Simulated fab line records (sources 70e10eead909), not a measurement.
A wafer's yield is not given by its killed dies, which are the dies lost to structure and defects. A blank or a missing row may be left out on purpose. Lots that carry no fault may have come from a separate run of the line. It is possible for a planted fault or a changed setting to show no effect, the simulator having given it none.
A struck lot beside a sound one + flow nand_harc + 37 steps out of a route of 1159
Sound: these wafers, L576.1, L576.4, L576.6. Struck: wafer L585.6 (L585.2, L585.4, from the same lot, were not struck and are left out); the cause is given at the end.
Per side, at each step with rows, come the tool, then ch with its chambers, and then its first start. Under that, the readings that differ: sound wafers + struck wafers + difference of the means + sigmas: that difference in standard deviations of wafers without a fault.
alike: same words and numbers on both sides, and readings whose means sit less than 2 such deviations apart. not compared: any withheld reading, any reading some wafer has no value for, any bound like >300 that may hide the same value, and any number with overlapping values for which the record gives no deviation.
A row with sigmas, a row that says differs or no value, or rows on one side alone: a step with any of these is where the two part. Non-overlapping numbers with no deviation appear without sigmas and do not part them. A reading missing from all wafers of one side parts the sides only when that side holds two or more wafers.

first, 4 steps without rows for these wafers: NHARC_A_STAIRCASE_STRIP_316 (strips in O2); NHARC_A_STAIRCASE_STRIP_317 (strips in SPM, time 900 s); NHARC_A_STAIRCASE_PRECLEAN_318 (cleans in SC1); NHARC_A_STAIRCASE_SRD_329.
NHARC_A_STAIRCASE_ALD_415: deposits SiO2, target thk 30 nm, pulse time 6 s, ald cycles 300.
  sound on ald_hk-02 ch 0,1,2, day 13 17:40; struck on ald_hk-02 ch 2, day 15 21:46
| reading              | sound | struck | difference                   | sigmas |
|----------------------|-------|--------|------------------------------|--------|
| susceptor_temp_C (C) | - - - | 300.05 | no value on the sound wafers |        |
  alike: heater_power_w, precursor_pulse_height_rel
NHARC_A_STAIRCASE_ETCHBACK_416: etches the open film in C4F8/O2/Ar, target depth 36 nm, time 7.2 s.
  sound: rie_diel-04 ch 0,2; struck: rie_diel-05 ch 1
| reading               | sound          | struck | difference | sigmas |
|-----------------------|----------------|--------|------------|--------|
| oes_product_au (a.u.) | 0.94 0.91 0.92 | 1.01   | +0.09      | +2     |
  alike: rf_fwd_power_W, rf_vpp_V
  not compared: rf_hours_counter_h
then, 5 steps without rows for these wafers: NHARC_A_STAIRCASE_STRIP_476 (strips in O2, time 20 s); NHARC_A_STAIRCASE_DEP_417 (deposits Si3N4, target thk 60 nm); NHARC_A_STAIRCASE_WET_418 (chemistry H3PO4, target depth 20 nm); NHARC_A_STAIRCASE_PRECLEAN_419 (cleans in SC1); NHARC_A_STAIRCASE_SRD_421.
NHARC_A_STAIRCASE_ALD_420: deposits SiO2, target thk 20 nm, pulse time 6 s, ald cycles 200.
  sound on ald_hk-02 ch 1,2,3, day 13 23:46; struck on ald_hk-04 ch 1, day 16 03:17
  alike: heater_power_w, precursor_pulse_height_rel, susceptor_temp_C
then, 1 step without rows for these wafers: NHARC_A_STAIRCASE_CVD_552 (deposits SiNx, target thk 40 nm).
NHARC_A_STAIRCASE_DEP_151: deposits SiO2, target thk 3800 nm.
  sound on pecvd-02 ch 0,1,2, day 14 07:40; struck on pecvd-03 ch 2, day 16 11:40
  alike: heater_power_w, rf_fwd_power_W, susceptor_temp_C
then, 15 steps without rows for these wafers: NHARC_A_STAIRCASE_ANNEAL_320 (time 1800 s); NHARC_A_STAIRCASE_DEP_322 (deposits SiO2, target thk 3800 nm); NHARC_A_STAIRCASE_ANNEAL_323 (time 1800 s); NHARC_A_STAIRCASE_DEP_325 (deposits SiO2, target thk 3800 nm); NHARC_A_STAIRCASE_ANNEAL_326 (time 1800 s); NHARC_A_STAIRCASE_DEHYDRATE_433 (time 120 s); NHARC_A_STAIRCASE_HMDS_434 (time 30 s); NHARC_A_STAIRCASE_COAT_435; NHARC_A_STAIRCASE_SOFTBAKE_436 (time 170 s); NHARC_A_STAIRCASE_EBR_437; NHARC_A_STAIRCASE_EXPOSE_438 (exposes mask STAIR REV); NHARC_A_STAIRCASE_PEB_439 (peb time 130 s); NHARC_A_STAIRCASE_DEVELOP_440 (time 140 s); NHARC_A_STAIRCASE_HARDBAKE_442 (time 140 s); NHARC_A_STAIRCASE_DESCUM_443 (chemistry O2, time 3 s).
NHARC_A_STAIRCASE_ETCH_444: etches the open film in C4F8/O2, target depth 10200 nm, time 3400 s.
  sound on rie_diel-05 ch 2,3, day 15 08:52; struck on rie_diel-04 ch 0, day 17 11:26
| reading            | sound             | struck | difference | sigmas |
|--------------------|-------------------|--------|------------|--------|
| rf_fwd_power_W (W) | 604.9 601.0 603.8 | 596.8  | -6.4       | -3     |
  alike: oes_product_au, rf_vpp_V
  not compared: rf_hours_counter_h
then, 4 steps without rows for these wafers: NHARC_A_STAIRCASE_STRIP_446 (strips in O2); NHARC_A_STAIRCASE_STRIP_447 (strips in SPM, time 900 s); NHARC_A_STAIRCASE_PRECLEAN_448 (cleans in SC1); NHARC_A_STAIRCASE_SRD_449.
NHARC_A_STAIRCASE_CMP_450: polishes SiO2, target thk 200 nm.
  sound on cmp-02 ch 0,1,2, day 15 11:47; struck on cmp-03 ch 0, day 17 14:17
  alike: motor_current_A, retaining_ring_pressure_frac, slurry_filter_dp_kPa
then, 1 step without rows for these wafers: NHARC_A_STAIRCASE_CMP_152 (polishes).
-- record jumps: 6 days between struck wafers' starts before vs after; left off in module A_STAIRCASE, resumes in module END, first step shown is number 1159 of the route --
NHARC_END_SORT_01:
  the record has rows for the struck wafers here (prober-02 ch 0, day 23 14:21) and none for the sound ones

WHERE THEY PART
At NHARC_A_STAIRCASE_ALD_415 first; at NHARC_END_SORT_01 last (within this record only).

WHY: what had been put in by the simulator
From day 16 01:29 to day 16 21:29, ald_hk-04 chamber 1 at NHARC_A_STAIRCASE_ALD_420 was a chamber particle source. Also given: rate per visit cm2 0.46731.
